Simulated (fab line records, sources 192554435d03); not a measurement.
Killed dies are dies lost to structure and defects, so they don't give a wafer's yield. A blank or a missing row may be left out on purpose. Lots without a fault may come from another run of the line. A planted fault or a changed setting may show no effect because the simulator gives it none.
Which tool did it? | flow n5_finfet | 24 lots, 72 wafers sampled, at 6 steps of a route of 1938

WHAT THE GAUGES READ, wafer by wafer
N5_BEOL_M2_RS_MEAS_58: measures by four-point-probe.
lot  | measured     | on            | M2_RS (ohm/sq)
L074 | day 7 09:47  | film_metro-02 | 0.689 0.654 0.697
L075 | day 7 15:28  | film_metro-01 | 0.659 0.668 0.684
L077 | day 7 15:45  | film_metro-02 | 0.630 0.627 0.702
L076 | day 7 20:04  | film_metro-01 | 0.685 0.667 0.666
L078 | day 8 01:16  | film_metro-01 | 0.673 0.687 0.646
L079 | day 8 01:34  | film_metro-02 | 0.622 0.621 0.637
L081 | day 8 23:10  | film_metro-02 | 0.642 0.692 0.694
L080 | day 9 01:05  | film_metro-02 | 0.689 0.704 0.691
L082 | day 9 09:02  | film_metro-02 | 0.661 0.695 0.652
L083 | day 9 17:26  | film_metro-01 | 0.709 0.719 0.713
L084 | day 9 18:59  | film_metro-01 | 0.682 0.646 0.647
L085 | day 9 23:34  | film_metro-02 | 0.654 0.683 0.659
L086 | day 10 06:37 | film_metro-01 | 0.680 0.667 0.660
L088 | day 10 16:26 | film_metro-02 | 0.670 0.656 0.682
L087 | day 10 13:19 | film_metro-02 | 0.729 0.674 0.644
L089 | day 11 11:14 | film_metro-01 | 0.696 0.643 0.688
L090 | day 11 22:02 | film_metro-02 | 0.619 0.612 0.610
L092 | day 12 23:34 | film_metro-01 | 0.705 0.683 0.689
L094 | day 13 04:04 | film_metro-01 | 0.663 0.679 0.665
L093 | day 12 23:21 | film_metro-01 | 0.649 0.608 0.637
L091 | day 13 10:26 | film_metro-02 | 0.640 0.671 0.688
L095 | day 13 16:43 | film_metro-01 | 0.697 0.607 0.690
L096 | day 14 01:40 | film_metro-01 | 0.702 0.676 0.685
L097 | day 13 21:20 | film_metro-02 | 0.659 0.657 0.661

WHICH TOOL RAN EACH LOT (tool, then ch and the chambers of the sampled wafers, then the start)
lot  | N5_BEOL_M2_ETCH_69                 | N5_BEOL_M2_ANNEAL_82         | N5_BEOL_M2_SPUTTER_96        | N5_BEOL_M2_ANNEAL_51             | N5_BEOL_M2_CO_CAP_55
L074 | rie_diel-04 ch 1,3, day 6 21:08    | pvd_sputter-01, day 7 07:29  | pvd_sputter-01, day 7 08:44  | rtp_anneal-01 ch 0, day 7 08:55  | cvd_co-01 ch 1,2, day 7 09:35
L075 | rie_diel-04 ch 1,2,3, day 7 04:04  | pvd_sputter-03, day 7 13:11  | pvd_sputter-03, day 7 14:25  | rtp_anneal-02 ch 0, day 7 14:40  | cvd_co-01 ch 0,1,2, day 7 15:17
L077 | rie_diel-05 ch 0,3, day 7 04:08    | pvd_sputter-01, day 7 13:28  | pvd_sputter-01, day 7 14:42  | rtp_anneal-02 ch 0, day 7 14:56  | cvd_co-01 ch 1,2, day 7 15:34
L076 | rie_diel-04 ch 1,2,3, day 7 08:15  | pvd_sputter-02, day 7 17:43  | pvd_sputter-02, day 7 18:58  | rtp_anneal-02 ch 0, day 7 19:10  | cvd_co-01 ch 1,2, day 7 19:51
L078 | rie_diel-04 ch 0,1,3, day 7 16:31  | pvd_sputter-03, day 7 22:59  | pvd_sputter-03, day 8 00:13  | rtp_anneal-02 ch 0, day 8 00:25  | cvd_co-02 ch 0,1, day 8 01:05
L079 | rie_diel-01 ch 1,3, day 7 18:08    | pvd_sputter-01, day 7 23:14  | pvd_sputter-01, day 8 00:28  | rtp_anneal-02 ch 0, day 8 00:41  | cvd_co-02 ch 0,1,2, day 8 01:22
L081 | rie_diel-01 ch 1,2, day 8 15:05    | pvd_sputter-01, day 8 20:53  | pvd_sputter-01, day 8 22:07  | rtp_anneal-01 ch 0, day 8 22:22  | cvd_co-01 ch 0,2, day 8 22:59
L080 | rie_diel-04 ch 2, day 8 15:14      | pvd_sputter-01, day 8 22:46  | pvd_sputter-01, day 9 00:00  | rtp_anneal-01 ch 0, day 9 00:13  | cvd_co-02 ch 0,2, day 9 00:53
L082 | rie_diel-05 ch 0,2,3, day 9 01:50  | pvd_sputter-02, day 9 06:44  | pvd_sputter-02, day 9 07:59  | rtp_anneal-01 ch 0, day 9 08:14  | cvd_co-01 ch 0,1, day 9 08:51
L083 | rie_diel-01 ch 0,1,3, day 9 02:00  | pvd_sputter-03, day 9 14:23  | pvd_sputter-03, day 9 15:38  | rtp_anneal-02 ch 0, day 9 16:41  | cvd_co-01 ch 0,2, day 9 17:16
L084 | rie_diel-05 ch 1,2,3, day 9 02:04  | pvd_sputter-03, day 9 16:40  | pvd_sputter-03, day 9 17:55  | rtp_anneal-02 ch 0, day 9 18:09  | cvd_co-01 ch 1,2, day 9 18:46
L085 | rie_diel-04 ch 2,3, day 9 06:59    | pvd_sputter-02, day 9 21:14  | pvd_sputter-02, day 9 22:29  | rtp_anneal-01 ch 0, day 9 22:43  | cvd_co-01 ch 0,1, day 9 23:20
L086 | rie_diel-04 ch 0,3, day 9 16:31    | pvd_sputter-02, day 10 04:18 | pvd_sputter-02, day 10 05:32 | rtp_anneal-02 ch 0, day 10 05:47 | cvd_co-01 ch 0,2, day 10 06:25
L088 | rie_diel-05 ch 0,1,2, day 10 04:21 | pvd_sputter-01, day 10 14:07 | pvd_sputter-01, day 10 15:21 | rtp_anneal-01 ch 0, day 10 15:34 | cvd_co-02 ch 0,1,2, day 10 16:14
L087 | rie_diel-05 ch 0,1, day 10 04:57   | pvd_sputter-03, day 10 10:38 | pvd_sputter-03, day 10 12:01 | rtp_anneal-01 ch 0, day 10 12:28 | cvd_co-01 ch 1,2, day 10 13:08
L089 | rie_diel-04 ch 0,2, day 10 22:44   | pvd_sputter-03, day 11 08:53 | pvd_sputter-03, day 11 10:07 | rtp_anneal-02 ch 0, day 11 10:22 | cvd_co-01 ch 0,2, day 11 11:03
L090 | rie_diel-05 ch 0,2,3, day 11 13:34 | pvd_sputter-01, day 11 19:40 | pvd_sputter-01, day 11 20:55 | rtp_anneal-01 ch 0, day 11 21:13 | cvd_co-01 ch 1,2, day 11 21:51
L092 | rie_diel-05 ch 1,3, day 11 22:16   | pvd_sputter-02, day 12 21:16 | pvd_sputter-02, day 12 22:31 | rtp_anneal-02 ch 0, day 12 22:43 | cvd_co-01 ch 0,1, day 12 23:23
L094 | rie_diel-01 ch 0,1,2, day 12 11:09 | pvd_sputter-01, day 13 01:46 | pvd_sputter-01, day 13 03:01 | rtp_anneal-01 ch 0, day 13 03:13 | cvd_co-02 ch 0,1,2, day 13 03:52
L093 | rie_diel-01 ch 0,1, day 12 12:51   | pvd_sputter-03, day 12 21:04 | pvd_sputter-03, day 12 22:18 | rtp_anneal-01 ch 0, day 12 22:35 | cvd_co-02 ch 1,2, day 12 23:10
L091 | rie_diel-05 ch 0,1, day 12 20:16   | pvd_sputter-02, day 13 08:09 | pvd_sputter-02, day 13 09:23 | rtp_anneal-01 ch 0, day 13 09:35 | cvd_co-01 ch 0,2, day 13 10:16
L095 | rie_diel-05 ch 0,3, day 12 21:17   | pvd_sputter-02, day 13 14:25 | pvd_sputter-02, day 13 15:40 | rtp_anneal-02 ch 0, day 13 15:59 | cvd_co-01 ch 0,1,2, day 13 16:34
L096 | rie_diel-05 ch 0,1,2, day 12 23:26 | pvd_sputter-02, day 13 23:23 | pvd_sputter-02, day 14 00:37 | rtp_anneal-01 ch 0, day 14 00:52 | cvd_co-02 ch 0,1,2, day 14 01:29
L097 | rie_diel-01 ch 0,1,2, day 13 04:05 | pvd_sputter-03, day 13 18:58 | pvd_sputter-03, day 13 20:12 | rtp_anneal-01 ch 0, day 13 20:24 | cvd_co-02 ch 0,1,2, day 13 21:09
- N5_BEOL_M2_ETCH_69: etches SiARC in CF4, target depth 15.6 nm, time 26 s.
- N5_BEOL_M2_ANNEAL_82: time 240 s.
- N5_BEOL_M2_SPUTTER_96: material Cu, target thk 4.5 nm, time 8.29 s.
- N5_BEOL_M2_ANNEAL_51: time 90 s.
- N5_BEOL_M2_CO_CAP_55: material Co, precursor CCTBA/H2, target thk 2 nm, time 102.1 s.

WHAT THE TOOLS THEMSELVES READ (means of the sampled wafers that have a number; where no wafer has one, the mark that the record gives instead)
N5_BEOL_M2_ETCH_69.
lot  | tool        | drypump_motor_current_A (A) | etch_rf_on_time_s (s) | oes_product_au (a.u.) | rf_vpp_V (V) | showerhead_plenum_p_Torr (Torr) | throttle_valve_pct (%)
L074 | rie_diel-04 | 6.0                         | 26.2                  | 0.66                  | 184.0        | 2.14                            | 15.69
L075 | rie_diel-04 | 5.7                         | 26.2                  | 0.67                  | 184.2        | 2.15                            | 15.71
L077 | rie_diel-05 | 5.9                         | 26.1                  | 0.71                  | 183.8        | 2.14                            | 15.72
L076 | rie_diel-04 | 5.7                         | 25.9                  | 0.67                  | 184.8        | 2.15                            | 15.72
L078 | rie_diel-04 | 6.0                         | 26.0                  | 0.65                  | 184.1        | 2.17                            | 15.69
L079 | rie_diel-01 | 5.3                         | 25.8                  | 0.66                  | 183.7        | 2.15                            | 15.83
L081 | rie_diel-01 | 5.4                         | 25.8                  | 0.63                  | 184.4        | 2.16                            | 15.74
L080 | rie_diel-04 | 5.6                         | 26.4                  | 0.60                  | 184.2        | 2.13                            | 15.92
L082 | rie_diel-05 | 5.9                         | 26.0                  | 0.67                  | 184.7        | 2.18                            | 15.79
L083 | rie_diel-01 | 5.8                         | 26.0                  | 0.68                  | 184.7        | 2.12                            | 15.72
L084 | rie_diel-05 | 6.2                         | 25.8                  | 0.66                  | 185.0        | 2.14                            | 15.72
L085 | rie_diel-04 | 5.5                         | 26.0                  | 0.72                  | 184.5        | 2.17                            | 15.63
L086 | rie_diel-04 | 6.0                         | 25.9                  | 0.78                  | 185.1        | 2.19                            | 15.39
L088 | rie_diel-05 | 6.1                         | 26.3                  | 0.65                  | 184.4        | 2.20                            | 15.71
L087 | rie_diel-05 | 6.0                         | 26.1                  | 0.68                  | 185.2        | 2.21                            | 15.63
L089 | rie_diel-04 | 5.8                         | 26.2                  | 0.65                  | 183.4        | 2.15                            | 15.75
L090 | rie_diel-05 | 5.9                         | 26.1                  | 0.65                  | 184.7        | 2.17                            | 15.83
L092 | rie_diel-05 | 6.1                         | 25.7                  | 0.66                  | 182.6        | 2.09                            | 15.73
L094 | rie_diel-01 | 5.7                         | 25.9                  | 0.70                  | 183.6        | 2.13                            | 15.54
L093 | rie_diel-01 | 5.9                         | 26.0                  | 0.65                  | 183.3        | 2.11                            | 15.76
L091 | rie_diel-05 | 6.0                         | 26.4                  | 0.66                  | 184.2        | 2.20                            | 15.68
L095 | rie_diel-05 | 5.9                         | 26.0                  | 0.67                  | 184.0        | 2.12                            | 15.80
L096 | rie_diel-05 | 6.1                         | 26.3                  | 0.63                  | 184.6        | 2.19                            | 15.77
L097 | rie_diel-01 | 5.7                         | 26.2                  | 0.69                  | 183.8        | 2.13                            | 15.56

N5_BEOL_M2_ANNEAL_82.
lot  | tool           | heater_power_w (W)
L074 | pvd_sputter-01 | 835
L075 | pvd_sputter-03 | 869
L077 | pvd_sputter-01 | 913
L076 | pvd_sputter-02 | 933
L078 | pvd_sputter-03 | 946
L079 | pvd_sputter-01 | 863
L081 | pvd_sputter-01 | 848
L080 | pvd_sputter-01 | 925
L082 | pvd_sputter-02 | 938
L083 | pvd_sputter-03 | 853
L084 | pvd_sputter-03 | 867
L085 | pvd_sputter-02 | 963
L086 | pvd_sputter-02 | 930
L088 | pvd_sputter-01 | 852
L087 | pvd_sputter-03 | 789
L089 | pvd_sputter-03 | 873
L090 | pvd_sputter-01 | 815
L092 | pvd_sputter-02 | 976
L094 | pvd_sputter-01 | 812
L093 | pvd_sputter-03 | 892
L091 | pvd_sputter-02 | 977
L095 | pvd_sputter-02 | 944
L096 | pvd_sputter-02 | 952
L097 | pvd_sputter-03 | 880

N5_BEOL_M2_SPUTTER_96.
lot  | tool           | chuck_sensor_temp_C (C) | throttle_valve_pct (%)
L074 | pvd_sputter-01 | -17.1                   | 29.6
L075 | pvd_sputter-03 | -16.3                   | 30.8
L077 | pvd_sputter-01 | -15.9                   | 29.5
L076 | pvd_sputter-02 | -15.6                   | 30.3
L078 | pvd_sputter-03 | -17.0                   | 30.5
L079 | pvd_sputter-01 | -16.0                   | 29.1
L081 | pvd_sputter-01 | -16.1                   | 29.2
L080 | pvd_sputter-01 | -15.9                   | 29.4
L082 | pvd_sputter-02 | -15.8                   | 30.0
L083 | pvd_sputter-03 | -16.6                   | 29.9
L084 | pvd_sputter-03 | -16.4                   | 30.7
L085 | pvd_sputter-02 | -15.7                   | 30.1
L086 | pvd_sputter-02 | -15.7                   | 30.0
L088 | pvd_sputter-01 | -16.0                   | 29.1
L087 | pvd_sputter-03 | -16.0                   | 30.1
L089 | pvd_sputter-03 | -16.1                   | 30.9
L090 | pvd_sputter-01 | -16.6                   | 29.1
L092 | pvd_sputter-02 | -15.8                   | 29.8
L094 | pvd_sputter-01 | -16.6                   | 29.1
L093 | pvd_sputter-03 | -15.9                   | 31.9
L091 | pvd_sputter-02 | -15.8                   | 29.9
L095 | pvd_sputter-02 | -15.9                   | 29.5
L096 | pvd_sputter-02 | -16.0                   | 29.2
L097 | pvd_sputter-03 | -16.2                   | 30.8

N5_BEOL_M2_ANNEAL_51.
lot  | tool          | anneal_temp_c (C) | wafer_temp_C_max
L074 | rtp_anneal-01 | 224.93            | 225.9
L075 | rtp_anneal-02 | 225.21            | 226.0
L077 | rtp_anneal-02 | 225.10            | 226.2
L076 | rtp_anneal-02 | 225.03            | 226.3
L078 | rtp_anneal-02 | 225.22            | 226.1
L079 | rtp_anneal-02 | 224.91            | 226.4
L081 | rtp_anneal-01 | 225.11            | 226.0
L080 | rtp_anneal-01 | 224.96            | 226.0
L082 | rtp_anneal-01 | 224.76            | 225.9
L083 | rtp_anneal-02 | 224.88            | 226.2
L084 | rtp_anneal-02 | 225.13            | 226.5
L085 | rtp_anneal-01 | 225.24            | 225.6
L086 | rtp_anneal-02 | 224.81            | 226.1
L088 | rtp_anneal-01 | 225.02            | 225.8
L087 | rtp_anneal-01 | 225.18            | 225.7
L089 | rtp_anneal-02 | 225.00            | 226.2
L090 | rtp_anneal-01 | 224.91            | 225.8
L092 | rtp_anneal-02 | 224.81            | 226.3
L094 | rtp_anneal-01 | 224.96            | 225.9
L093 | rtp_anneal-01 | 225.15            | 225.9
L091 | rtp_anneal-01 | 225.02            | 226.0
L095 | rtp_anneal-02 | 225.07            | 226.4
L096 | rtp_anneal-01 | 224.97            | 225.7
L097 | rtp_anneal-01 | 225.19            | 226.0

N5_BEOL_M2_CO_CAP_55.
lot  | tool      | heater_power_w (W)
L074 | cvd_co-01 | 190
L075 | cvd_co-01 | 225
L077 | cvd_co-01 | 187
L076 | cvd_co-01 | 181
L078 | cvd_co-02 | 247
L079 | cvd_co-02 | 228
L081 | cvd_co-01 | 268
L080 | cvd_co-02 | 214
L082 | cvd_co-01 | 223
L083 | cvd_co-01 | 231
L084 | cvd_co-01 | 190
L085 | cvd_co-01 | 224
L086 | cvd_co-01 | 232
L088 | cvd_co-02 | 228
L087 | cvd_co-01 | 185
L089 | cvd_co-01 | 231
L090 | cvd_co-01 | 190
L092 | cvd_co-01 | 224
L094 | cvd_co-02 | 233
L093 | cvd_co-02 | 243
L091 | cvd_co-01 | 269
L095 | cvd_co-01 | 229
L096 | cvd_co-02 | 235
L097 | cvd_co-02 | 231

THE ANSWER, worked out from the rows above alone
Rule: what is usual is taken from the lots themselves. Put in order of their means at a reading, lots are off if they are a third of the lots or fewer, leave a main group of 4 or more, and stand apart from it by a gap of 3 or more times the standard deviation of the main group's means; of several such gaps the widest counts. A main group whose means are all the same, to the digits that the tables above print for the reading, isn't used. A lot without any number at a reading at which 4 lots or more have one is off too. The other lots that the step has rows for count as sound. The gauges are gone through in route order, then the tools' own readings, and for those a lot's mean is taken as printed above. The first step at which some lot is off is used, and at that step the reading that is off furthest; a lot without a number counts as furthest.
No lot is off at any reading shown: from this, nothing can be told.

WHAT THE SIMULATOR HAD PUT IN
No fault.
